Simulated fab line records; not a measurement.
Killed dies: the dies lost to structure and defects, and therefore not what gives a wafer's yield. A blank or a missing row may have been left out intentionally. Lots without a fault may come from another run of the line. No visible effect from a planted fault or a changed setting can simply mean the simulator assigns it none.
fab line records    flow nand-harc
record lots=6  wafers=18  last-day=34
route steps=1302 shown A_CHANNEL_HOLE_D1@487 A_CHANNEL_FILL_D1@490 END@1302
lots with no fault: from the same line, run without faults
start-h: hours from the record's opening day to when the first of the lot's shown wafers began    wait-h: how many hours have passed since the lot's step before this one    " as in the row above    L1.1+2: a row that stands for several wafers    - no value, or no start given    * or withheld: withheld    < > ~ a bound
route shown NAME@n: NAME is a module with steps in the file, n the number in the route of the first one    usual: mean/standard deviation of fault-free wafers    same: alike in all rows    chamber/n: place in a boat    sites: per-site readings    _std_site: standard deviation of those values    _edge_site: the outer-site mean with the inner-site mean subtracted    radius-mm: for every site, how far away it sits from the centre of the wafer    mask NAME#n: copy n    behind: the most recent tool/chamber to have shaped the wafer    hold: why the lot went on hold/how many hours it stayed there/how the hold came to an end    device: the transistor (n, p or np) that didn't switch    end of line: the route-end tests of the same wafers    a step with no rows: only its recipe    killed: not the wafer's yield, but the dies lost to structure and defects at the first sort    map: the dies of a wafer, with x for killed, . for not killed, _ for no die there
set.NAME: the run value of the setting; set.NAME@STEP: its run value at that earlier step    model.NAME: the simulator's own value behind a step, which no gauge read
lots seen at some steps along the route; tables by step, rows by wafer
services: the hour from which a tool's chamber was out of use, counted from the record's first day as start-h (under 0 if before that day), plus the number of hours and why
## steps
# step NHARC_A_CHANNEL_HOLE_D1_CD_MEAS_30
# usual cd-nm=89.7/0.9
lot.wafer  tool       chamber  start-h  wait-h  cd-nm
L114.3     cd-sem-02  -        191.46   -       90.2
L114.5     "          -        "        "       91.8
L114.6     "          -        "        "       91.0
L129.1     cd-sem-01  -        351.92   -       89.8
L129.5     "          -        "        "       90.0
L129.6     "          -        "        "       88.6
L130.1     cd-sem-03  -        362.60   -       88.8
L130.3     "          -        "        "       88.0
L130.6     "          -        "        "       88.9
L134.2     cd-sem-02  -        401.36   -       89.3
L134.4     "          -        "        "       90.6
L134.6     "          -        "        "       88.3
L135.1     cd-sem-02  -        421.68   -       89.8
L135.3     "          -        "        "       89.9
L135.4     "          -        "        "       89.2
L136.2     cd-sem-03  -        421.96   -       89.8
L136.3     "          -        "        "       90.9
L136.6     "          -        "        "       91.4
# step NHARC_A_CHANNEL_HOLE_D1_XSEM_31
# recipe landing-energy-ev=35000
# step NHARC_A_CHANNEL_HOLE_D1_INSPECT_40
# usual raw-defect-count=70/29
lot.wafer  tool               chamber  start-h  wait-h  raw-defect-count
L114.3     defect-inspect-02  -        191.64   -       78
L114.5     "                  -        "        "       106
L114.6     "                  -        "        "       89
L129.1     defect-inspect-01  -        352.11   -       116
L129.5     "                  -        "        "       113
L129.6     "                  -        "        "       91
L130.1     defect-inspect-01  -        362.78   -       104
L130.3     "                  -        "        "       109
L130.6     "                  -        "        "       116
L134.2     defect-inspect-02  -        401.54   -       48
L134.4     "                  -        "        "       59
L134.6     "                  -        "        "       45
L135.1     defect-inspect-02  -        421.87   -       39
L135.3     "                  -        "        "       45
L135.4     "                  -        "        "       54
L136.2     defect-inspect-02  -        422.16   -       83
L136.3     "                  -        "        "       63
L136.6     "                  -        "        "       74
# step NHARC_A_CHANNEL_FILL_D1_PRECLEAN_00
# recipe time-s=*  temp-c=50  bath-age-min=0  chemistry=SC1
# step NHARC_A_CHANNEL_FILL_D1_SRD_01
# step NHARC_A_CHANNEL_FILL_D1_ALD_02
# recipe target-thk-a=60  pulse-time-s=10  ald-cycles=60  temp-c=300  material=SiO2
# usual heater-power-w=493/40  precursor-pulse-height-rel=0.999/0.021
lot.wafer  tool       chamber  start-h  wait-h  heater-power-w  precursor-pulse-height-rel
L114.3     ald-hk-02  1        192.02   0.2     527             0.994
L114.6     "          3        "        "       504             1.025
L114.5     "          0        "        "       455             0.977
L129.1     ald-hk-01  0        352.77   -       449             0.976
L129.5     "          1        "        "       487             1.003
L129.6     "          2        "        "       460             1.001
L130.3     ald-hk-01  1        362.98   -       481             1.005
L130.1     "          0        "        "       450             1.010
L130.6     "          2        "        "       468             0.993
L134.4     ald-hk-02  3        403.54   -       515             0.978
L134.2     "          2        "        "       417             0.971
L134.6     "          3        "        "       536             0.992
L135.1     ald-hk-04  3        422.13   -       498             0.962
L135.3     "          0        "        "       482             1.007
L135.4     "          1        "        "       555             1.030
L136.2     ald-hk-01  1        422.35   -       482             0.973
L136.3     "          3        "        "       523             0.986
L136.6     "          2        "        "       461             1.000
# step NHARC_A_CHANNEL_FILL_D1_ALD_03
# recipe target-thk-a=60  pulse-time-s=60  ald-cycles=58  temp-c=630  pressure-torr=2  material=SiNx
# usual precursor-pulse-height-rel=0.999/0.021
lot.wafer  tool              chamber  start-h  wait-h  precursor-pulse-height-rel
L114.3     ald-sin-batch-02  0        -        -       0.986
L114.5     "                 0        "        "       1.015
L114.6     "                 0        "        "       1.025
L129.1     ald-sin-batch-02  0        -        -       1.006
L129.5     "                 0        "        "       0.974
L129.6     "                 0        "        "       1.006
L130.1     ald-sin-batch-01  0        -        -       1.015
L130.3     "                 0        "        "       1.003
L130.6     "                 0        "        "       0.950
L134.2     ald-sin-batch-03  0        -        -       1.005
L134.4     "                 0        "        "       1.039
L134.6     "                 0        "        "       1.032
L135.1     ald-sin-batch-03  0        -        -       0.984
L135.3     "                 0        "        "       1.034
L135.4     "                 0        "        "       0.995
L136.2     ald-sin-batch-03  0        -        -       1.001
L136.3     "                 0        "        "       1.005
L136.6     "                 0        "        "       0.983
# step NHARC_A_CHANNEL_FILL_D1_ALD_14
# recipe target-thk-a=25  pulse-time-s=10  ald-cycles=25  temp-c=300  material=SiO2
# usual heater-power-w=485/46  precursor-pulse-height-rel=1.002/0.02
lot.wafer  tool       chamber  start-h  wait-h  heater-power-w  precursor-pulse-height-rel
L114.3     ald-hk-02  1        198.94   0.1     528             0.979
L114.5     "          0        "        "       452             1.022
L114.6     "          1        "        "       533             0.990
L129.1     ald-hk-01  1        359.70   0.2     493             1.021
L129.5     "          2        "        "       459             1.014
L129.6     "          3        "        "       526             1.010
L130.3     ald-hk-01  1        370.04   0.0     489             1.022
L130.1     "          3        "        "       532             1.036
L130.6     "          2        "        "       467             1.028
L134.2     ald-hk-02  2        411.02   0.1     408             1.029
L134.4     "          0        "        "       475             0.944
L134.6     "          2        "        "       403             1.000
L136.2     ald-hk-02  0        429.12   0.0     466             0.981
L136.3     "          3        "        "       535             1.000
L136.6     "          0        "        "       448             1.023
L135.4     ald-hk-01  0        429.12   0.0     447             1.010
L135.1     "          1        "        "       493             1.016
L135.3     "          2        "        "       487             1.009
# step NHARC_A_CHANNEL_FILL_D1_ALD_15
# recipe target-thk-a=20  pulse-time-s=60  ald-cycles=19  temp-c=630  pressure-torr=2  material=SiNx
# usual precursor-pulse-height-rel=1.001/0.021
lot.wafer  tool              chamber  start-h  wait-h  precursor-pulse-height-rel
L114.3     ald-sin-batch-01  0        -        -       1.000
L114.5     "                 0        "        "       1.021
L114.6     "                 0        "        "       1.023
L129.1     ald-sin-batch-03  0        -        -       1.003
L129.5     "                 0        "        "       0.979
L129.6     "                 0        "        "       1.002
L130.1     ald-sin-batch-01  0        -        -       0.969
L130.3     "                 0        "        "       0.972
L130.6     "                 0        "        "       1.026
L134.2     ald-sin-batch-01  0        414.28   3.2     0.953
L134.4     "                 0        "        "       1.062
L134.6     "                 0        "        "       0.977
L135.1     ald-sin-batch-02  0        432.46   3.2     1.005
L135.3     "                 0        "        "       0.966
L135.4     "                 0        "        "       1.006
L136.2     ald-sin-batch-02  0        432.46   3.3     1.011
L136.3     "                 0        "        "       0.980
L136.6     "                 0        "        "       0.995
# step NHARC_A_CHANNEL_FILL_D1_ALD_16
# recipe target-thk-a=15  pulse-time-s=10  ald-cycles=15  temp-c=300  material=SiO2
# step NHARC_A_CHANNEL_FILL_D1_ANNEAL_17
# recipe temp-c=850  time-s=1800
# step NHARC_A_CHANNEL_FILL_D1_CVD_18
# recipe target-thk-a=30  temp-c=550  material=poly-Si
# step NHARC_A_CHANNEL_FILL_D1_ETCHBACK_19
# recipe target-depth-a=50  time-s=1.7  hbr-flow-sccm=150  cl2-flow-sccm=50  rf-w=400  icp-w=400  bias-w=100  chemistry=HBr/Cl2
# usual bias-w=100.00/0.3  chamber-pressure-mTorr=15.001/0.014  drypump-motor-current-A=5.7/0.42  oes-product-au=0.999/0.0072  throttle-valve-pct=26.406/0.0092
lot.wafer  tool       chamber  start-h  wait-h  bias-w  chamber-pressure-mTorr  drypump-motor-current-A  oes-product-au  rf-hours-counter-h  throttle-valve-pct
L114.3     rie-si-01  1        215.87   0.4     99.97   15.006                  6.2                      1.002           0.1                 26.397
L114.6     "          0        "        "       100.15  15.001                  5.6                      1.011           -                   26.414
L114.5     "          1        "        "       99.81   14.990                  6.2                      1.007           -                   26.415
L129.1     rie-si-06  2        378.79   0.4     -       -                       -                        -               -                   -
L129.6     "          1        "        "       -       -                       -                        -               -                   -
L129.5     "          2        "        "       -       -                       -                        -               -                   -
L130.1     rie-si-05  3        387.20   0.4     -       -                       -                        -               -                   -
L130.3     "          2        "        "       -       -                       -                        -               -                   -
L130.6     "          0        "        "       -       -                       -                        -               -                   -
L134.4     rie-si-01  1        428.77   0.4     99.83   14.996                  6.2                      1.009           0.2                 26.389
L134.2     "          2        "        "       99.91   15.003                  6.0                      0.998           0.2                 26.400
L134.6     "          2        "        "       99.33   14.984                  6.0                      1.017           -                   26.411
L135.1     rie-si-05  3        451.49   0.4     99.75   14.996                  5.4                      0.989           0.7                 26.402
L135.4     "          0        "        "       100.09  15.019                  5.0                      0.990           0.6                 26.398
L135.3     "          1        "        "       100.02  15.003                  5.1                      1.000           0.8                 26.416
L136.3     rie-si-01  0        451.52   0.4     99.74   15.025                  5.6                      1.007           0.4                 26.402
L136.2     "          1        "        "       100.34  14.988                  6.2                      1.003           0.3                 26.397
L136.6     "          2        "        "       99.83   15.010                  6.0                      1.006           -                   26.397
# step NHARC_A_CHANNEL_FILL_D1_ETCHBACK_20
# recipe target-depth-a=270  time-s=13.5  c4f8-flow-sccm=withheld  o2-flow-sccm=8  ar-flow-sccm=withheld  rf-w=600  bias-w=1500  chemistry=C4F8/O2/Ar
# usual bias-w=1500/4.4  chamber-pressure-mTorr=25.00/0.033  oes-product-au=0.96/0.037  rf-vpp-V=977/5.3
lot.wafer  tool         chamber  start-h  wait-h  bias-w  chamber-pressure-mTorr  oes-product-au  rf-hours-counter-h  rf-vpp-V
L114.3     rie-diel-11  2        216.01   -       1505    25.00                   0.93            6.5                 972
L114.6     "            3        "        "       1494    24.98                   0.91            -                   974
L114.5     "            0        "        "       1496    24.99                   0.93            -                   979
L129.1     rie-diel-08  2        378.91   -       1498    24.98                   1.00            0                   979
L129.6     "            2        "        "       1503    24.99                   1.01            -                   979
L129.5     "            3        "        "       1498    25.00                   1.00            -                   979
L130.1     rie-diel-08  2        387.35   -       1498    24.95                   0.99            0.1                 981
L130.3     "            3        "        "       1499    25.00                   0.99            0.1                 980
L130.6     "            0        "        "       1496    24.98                   0.99            -                   983
L134.4     rie-diel-05  3        428.90   -       1505    25.00                   0.99            0.2                 988
L134.2     "            1        "        "       1496    24.99                   1.00            0.2                 975
L134.6     "            0        "        "       1500    24.94                   1.01            -                   971
L135.3     rie-diel-11  2        451.62   -       1502    25.01                   0.99            0.1                 973
L135.1     "            0        "        "       1493    24.99                   0.99            0.1                 981
L135.4     "            1        "        "       1501    24.99                   1.00            0.1                 978
L136.2     rie-diel-08  0        451.62   -       1498    24.99                   0.98            3.1                 984
L136.3     "            2        "        "       1496    24.95                   0.97            2.9                 980
L136.6     "            1        "        "       1498    24.98                   0.96            -                   975
# step NHARC_END_SORT_01
# recipe temp-c=25
# usual killed-at-array=53/21  killed-at-other=1.0/1.3  killed-at-periphery=3.8/2.4  killed-dies=58/21  killed-open=3.4/1.9  killed-short=2.4/1.5
# same gross-dies=677
lot.wafer  tool       chamber  start-h  wait-h  killed-at-array  killed-at-other  killed-at-periphery  killed-dies  killed-open  killed-short
L129.1     prober-02  0        742.69   2.5     675              0                2                    677          3            1
L129.5     prober-02  0        745.94   3.7     672              0                5                    677          1            5
L129.6     prober-02  0        746.76   4.1     671              0                6                    677          1            2
L130.1     prober-01  0        742.71   2.5     671              2                4                    677          3            2
L130.3     prober-01  0        744.31   3.1     675              1                1                    677          2            2
L130.6     prober-01  0        746.70   4.0     670              3                4                    677          6            4
# killed by level:class
L129.1 A_CHANNEL_FILL_D1:area-etchback=571 A_CHANNEL_HOLE_D1:chamber-film-flake=38 A_SLIT:chamber-film-flake=22 A_CHANNEL_HOLE_D2:chamber-film-flake=21 A_CONTACT:chamber-film-flake=11 A_STAIRCASE:chamber-film-flake=5 A_CHANNEL_FILL_D2:chamber-film-flake=4 P_GATE:geometric-particle:short=1
L130.1 A_CHANNEL_FILL_D1:area-etchback=629 A_CHANNEL_HOLE_D1:chamber-film-flake=33 P_GATE:chamber-film-flake=2 THIN_TSV:chamber-film-flake=2 A_SOURCE_PLATE:geometric-particle:open=1 A_ONON_D2:geometric-particle:open=1 A_CHANNEL_FILL_D2:geometric-particle:short=1 A_CHANNEL_FILL_D2:geometric-particle:open=1
L130.3 A_CHANNEL_FILL_D1:area-etchback=624 A_CHANNEL_HOLE_D1:chamber-film-flake=36 A_STAIRCASE:chamber-film-flake=3 A_SLIT:chamber-film-flake=2 A_WL_FILL:chamber-film-flake=2 A_ONON_D1:geometric-particle:open=1 A_ONON_D2:geometric-particle:short=1 A_STAIRCASE:geometric-particle:short=1
L129.5 A_CHANNEL_FILL_D1:area-etchback=589 A_SLIT:chamber-film-flake=20 A_CHANNEL_HOLE_D2:chamber-film-flake=19 A_CHANNEL_HOLE_D1:chamber-film-flake=17 A_CONTACT:chamber-film-flake=14 A_STAIRCASE:chamber-film-flake=4 P_ZERO_WELL:chamber-film-flake=2 A_CHANNEL_FILL_D2:chamber-film-flake=2
L130.6 A_CHANNEL_FILL_D1:area-etchback=635 A_CHANNEL_HOLE_D1:chamber-film-flake=17 A_SLIT:chamber-film-flake=7 THIN_TSV:chamber-film-flake=3 A_CHANNEL_FILL_D2:geometric-particle:open=2 A_CHANNEL_FILL_D2:geometric-particle:short=2 P_GATE:geometric-particle:open=1 P_CONTACT:geometric-particle:open=1
L129.6 A_CHANNEL_FILL_D1:area-etchback=572 A_CHANNEL_HOLE_D1:chamber-film-flake=36 A_CHANNEL_HOLE_D2:chamber-film-flake=23 A_SLIT:chamber-film-flake=21 A_CONTACT:chamber-film-flake=11 P_STI:chamber-film-flake=3 A_CHANNEL_FILL_D2:chamber-film-flake=3 A_CHANNEL_FILL_D1:geometric-particle:short=1
# map L129.1 (x killed, . not)
____________x____________
_________xxxxxxx_________
_______xxxxxxxxxxx_______
______xxxxxxxxxxxxx______
_____xxxxxxxxxxxxxxx_____
____xxxxxxxxxxxxxxxxx____
____xxxxxxxxxxxxxxxxx____
___xxxxxxxxxxxxxxxxxxx___
___xxxxxxxxxxxxxxxxxxx___
__xxxxxxxxxxxxxxxxxxxxx__
__xxxxxxxxxxxxxxxxxxxxx__
_xxxxxxxxxxxxxxxxxxxxxxx_
_xxxxxxxxxxxxxxxxxxxxxxx_
_xxxxxxxxxxxxxxxxxxxxxxx_
_xxxxxxxxxxxxxxxxxxxxxxx_
_xxxxxxxxxxxxxxxxxxxxxxx_
xxxxxxxxxxxxxxxxxxxxxxxxx
xxxxxxxxxxxxxxxxxxxxxxxxx
xxxxxxxxxxxxxxxxxxxxxxxxx
xxxxxxxxxxxxxxxxxxxxxxxxx
xxxxxxxxxxxxxxxxxxxxxxxxx
_xxxxxxxxxxxxxxxxxxxxxxx_
_xxxxxxxxxxxxxxxxxxxxxxx_
_xxxxxxxxxxxxxxxxxxxxxxx_
_xxxxxxxxxxxxxxxxxxxxxxx_
_xxxxxxxxxxxxxxxxxxxxxxx_
__xxxxxxxxxxxxxxxxxxxxx__
__xxxxxxxxxxxxxxxxxxxxx__
___xxxxxxxxxxxxxxxxxxx___
___xxxxxxxxxxxxxxxxxxx___
____xxxxxxxxxxxxxxxxx____
____xxxxxxxxxxxxxxxxx____
_____xxxxxxxxxxxxxxx_____
______xxxxxxxxxxxxx______
_______xxxxxxxxxxx_______
_________xxxxxxx_________
____________x____________
# map L130.1 (x killed, . not)
____________x____________
_________xxxxxxx_________
_______xxxxxxxxxxx_______
______xxxxxxxxxxxxx______
_____xxxxxxxxxxxxxxx_____
____xxxxxxxxxxxxxxxxx____
____xxxxxxxxxxxxxxxxx____
___xxxxxxxxxxxxxxxxxxx___
___xxxxxxxxxxxxxxxxxxx___
__xxxxxxxxxxxxxxxxxxxxx__
__xxxxxxxxxxxxxxxxxxxxx__
_xxxxxxxxxxxxxxxxxxxxxxx_
_xxxxxxxxxxxxxxxxxxxxxxx_
_xxxxxxxxxxxxxxxxxxxxxxx_
_xxxxxxxxxxxxxxxxxxxxxxx_
_xxxxxxxxxxxxxxxxxxxxxxx_
xxxxxxxxxxxxxxxxxxxxxxxxx
xxxxxxxxxxxxxxxxxxxxxxxxx
xxxxxxxxxxxxxxxxxxxxxxxxx
xxxxxxxxxxxxxxxxxxxxxxxxx
xxxxxxxxxxxxxxxxxxxxxxxxx
_xxxxxxxxxxxxxxxxxxxxxxx_
_xxxxxxxxxxxxxxxxxxxxxxx_
_xxxxxxxxxxxxxxxxxxxxxxx_
_xxxxxxxxxxxxxxxxxxxxxxx_
_xxxxxxxxxxxxxxxxxxxxxxx_
__xxxxxxxxxxxxxxxxxxxxx__
__xxxxxxxxxxxxxxxxxxxxx__
___xxxxxxxxxxxxxxxxxxx___
___xxxxxxxxxxxxxxxxxxx___
____xxxxxxxxxxxxxxxxx____
____xxxxxxxxxxxxxxxxx____
_____xxxxxxxxxxxxxxx_____
______xxxxxxxxxxxxx______
_______xxxxxxxxxxx_______
_________xxxxxxx_________
____________x____________
## services
tool              chamber  start-h  hours  kind
ald-hk-02         -        170.00   10.0   pm
rie-diel-11       1        179.52   4.2    repair
rie-diel-11       3        189.08   8.6    repair
rie-diel-08       -        190.80   9.0    pm
rie-si-01         -        193.00   9.0    pm
rie-diel-11       3        202.24   6.2    repair
rie-diel-08       1        238.27   7.7    repair
rie-diel-08       -        242.98   0.8    repair
rie-diel-11       -        255.53   9.0    pm
ald-sin-batch-02  -        266.00   26.0   pm
rie-diel-08       0        274.41   3.5    repair
ald-hk-01         -        298.83   10.0   pm
rie-si-05         -        305.05   9.0    pm
rie-si-05         -        318.84   16.5   repair
rie-diel-11       3        330.17   27.5   repair
ald-sin-batch-02  -        330.39   4.0    repair
ald-hk-02         -        348.00   10.0   pm
rie-si-05         -        352.10   0.3    repair
rie-diel-08       -        352.35   0.3    repair
rie-diel-08       -        367.80   9.0    pm
rie-si-01         -        370.00   9.0    pm
rie-diel-11       0        371.07   6.8    repair
rie-si-05         -        404.99   0.1    repair
rie-diel-11       0        415.11   4.8    repair
## key
first-sign step=NHARC_A_CHANNEL_FILL_D1_ETCHBACK_19  reading=tool-record  direction=missing
effect step=NHARC_END_SORT_01  reading=killed-dies  direction=up  sigmas=30  usual=58  struck=677
more-kills-born-at NHARC_A_CHANNEL_FILL_D1_ETCHBACK_19@rie-si-05=1888  NHARC_A_CHANNEL_FILL_D1_ETCHBACK_19@rie-si-06=1732
met-at NHARC_A_CHANNEL_FILL_D1_ETCHBACK_19
struck-wafers L129.1,L129.5,L129.6,L130.1,L130.3,L130.6
later-rows-left-out L129.1,L129.5,L129.6,L130.1,L130.3,L130.6
tester-left-out L129,L130
fault kind=skipped-step-whole  tool=rie-si-05,rie-si-06  chamber=-  onset-h=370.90  steps=NHARC_A_CHANNEL_FILL_D1_ETCHBACK_19  scope=struck-lots-only
# tester-left-out: of these lots the tester's yield and bins aren't shown, on N5 and GAA mostly nor the transistor test; their killed dies are dies lost to structure and defects alone, not to doping, threshold or leakage, so they don't give the yield
# later-rows-left-out: the simulator's readings of these wafers behind a module that went badly wrong aren't trusted and aren't shown, but for the sort
